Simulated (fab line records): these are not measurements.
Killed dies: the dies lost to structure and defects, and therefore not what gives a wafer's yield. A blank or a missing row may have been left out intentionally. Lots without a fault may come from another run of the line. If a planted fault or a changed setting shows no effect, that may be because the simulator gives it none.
Which tool did it? | flow nand harc | 36 wafers from 12 lots sampled at 5 of the route's 1159 steps

WHAT THE GAUGES READ, wafer by wafer
NHARC_A_CONTACT_INSPECT_44.
lot  | measured     | on                | raw defect count
L075 | day 16 19:53 | defect inspect-02 | 40 31 34
L078 | day 17 06:23 | defect inspect-02 | 33 37 30
L081 | day 17 17:46 | defect inspect-01 | 27 25 27
L080 | day 17 22:05 | defect inspect-01 | 15 11 23
L082 | day 18 19:16 | defect inspect-01 | 39 35 54
L084 | day 19 05:16 | defect inspect-01 | 17 13 10
L086 | day 19 14:43 | defect inspect-02 | 21 31 40
L089 | day 20 12:42 | defect inspect-01 | 42 39 34
L093 | day 21 01:02 | defect inspect-01 | 50 48 50
L091 | day 20 19:04 | defect inspect-01 | 22 44 37
L095 | day 21 20:25 | defect inspect-02 | 31 19 35
L097 | day 22 06:19 | defect inspect-01 | 26 34 28

TOOL THAT RAN EACH LOT (tool first, then ch and the chambers of the sampled wafers, then the start)
lot  | NHARC_A_SGD_CUT_STRIP_28                      | NHARC_A_WL_FILL_ETCHBACK_05       | NHARC_A_WL_FILL_STRIP_27             | NHARC_A_WL_FILL_ETCHBACK_16
L075 | rie diel-13 ch 0,1, day 15 17:25 or earlier   | rie metal-01 ch 0,1, day 15 17:25 | plasma asher-01 ch 0,1, day 15 17:38 | rie diel-09 ch 0,1,3, day 16 19:53 or earlier
L078 | rie diel-12 ch 0,1,2, day 16 04:23 or earlier | rie metal-03 ch 0,1, day 16 04:23 | plasma asher-01 ch 0,1, day 16 05:23 | rie diel-04 ch 0,2, day 17 06:23 or earlier
L081 | rie diel-12 ch 0,2,3, day 16 07:26 or earlier | rie metal-01 ch 0,1, day 16 07:26 | plasma asher-01 ch 0,1, day 16 08:42 | rie diel-04 ch 0,1,3, day 17 17:46 or earlier
L080 | rie diel-02 ch 0,1,3, day 16 10:20 or earlier | rie metal-02 ch 0,1, day 16 10:20 | plasma asher-01 ch 0,1, day 16 10:40 | rie diel-09 ch 0,2,3, day 17 22:05 or earlier
L082 | rie diel-12 ch 1,2,3, day 17 20:20 or earlier | rie metal-02 ch 0,1, day 17 20:20 | plasma asher-02 ch 0,1, day 17 20:31 | rie diel-08 ch 1,2,3, day 18 19:16 or earlier
L084 | rie diel-13 ch 0,1,3, day 17 23:24 or earlier | rie metal-01 ch 0,1, day 17 23:24 | plasma asher-02 ch 0,1, day 17 23:33 | rie diel-04 ch 0,2,3, day 19 05:16 or earlier
L086 | rie diel-13 ch 1,2, day 17 10:24              | rie metal-03 ch 0,1, day 18 07:06 | plasma asher-01 ch 0,1, day 18 07:16 | rie diel-08 ch 0,2,3, day 19 14:43 or earlier
L089 | rie diel-13 ch 0,2, day 18 10:38              | rie metal-03 ch 0,1, day 19 08:14 | plasma asher-01 ch 0,1, day 19 08:25 | rie diel-04 ch 0,1, day 20 12:42 or earlier
L093 | rie diel-12 ch 2,3, day 19 20:44 or earlier   | rie metal-02 ch 0,1, day 19 20:44 | plasma asher-01 ch 0,1, day 19 21:00 | rie diel-04 ch 1,3, day 21 01:02 or earlier
L091 | rie diel-13 ch 0,1,3, day 18 23:01            | rie metal-01 ch 0,1, day 19 18:41 | plasma asher-01 ch 0,1, day 19 18:50 | rie diel-08 ch 0,1,3, day 20 19:04 or earlier
L095 | rie diel-13 ch 0,1,3, day 19 02:32            | rie metal-01 ch 0,1, day 20 08:31 | plasma asher-02 ch 0,1, day 20 08:40 | rie diel-08 ch 0,2,3, day 21 20:25 or earlier
L097 | rie diel-12 ch 1,2,3, day 21 02:19 or earlier | rie metal-01 ch 0,1, day 21 02:19 | plasma asher-01 ch 0,1, day 21 02:26 | rie diel-04 ch 1,2, day 22 06:19 or earlier
- NHARC_A_SGD_CUT_STRIP_28: strips in O2, time 20 s.
- NHARC_A_WL_FILL_ETCHBACK_05: etches the open film in Cl2/BCl3, target depth 22 nm, time 60 s.
- NHARC_A_WL_FILL_STRIP_27: strips in N2/H2, time 20 s.
- NHARC_A_WL_FILL_ETCHBACK_16: etches the open film in C4F8/O2/Ar, target depth 88 nm, time 17.6 s.

THE ANSWER, worked out from the rows above alone
Rule: usual is defined by the lots themselves. The widest of any qualifying gaps counts: lots, ordered by their means at a reading, are off when they make up no more than a third of the lots, leave a main group of 4 or more, and stand apart from it by 3 or more times the standard deviation of that group's means. If all means in a main group match to the digits the tables above print for the reading, that group is not used. Also off: a lot with no number at a reading for which 4 or more lots have one. Any other lot the step has rows for is counted as sound.
No lot is off on any of the readings shown, so nothing can be concluded from this.

WHAT WAS PUT IN BY THE SIMULATOR
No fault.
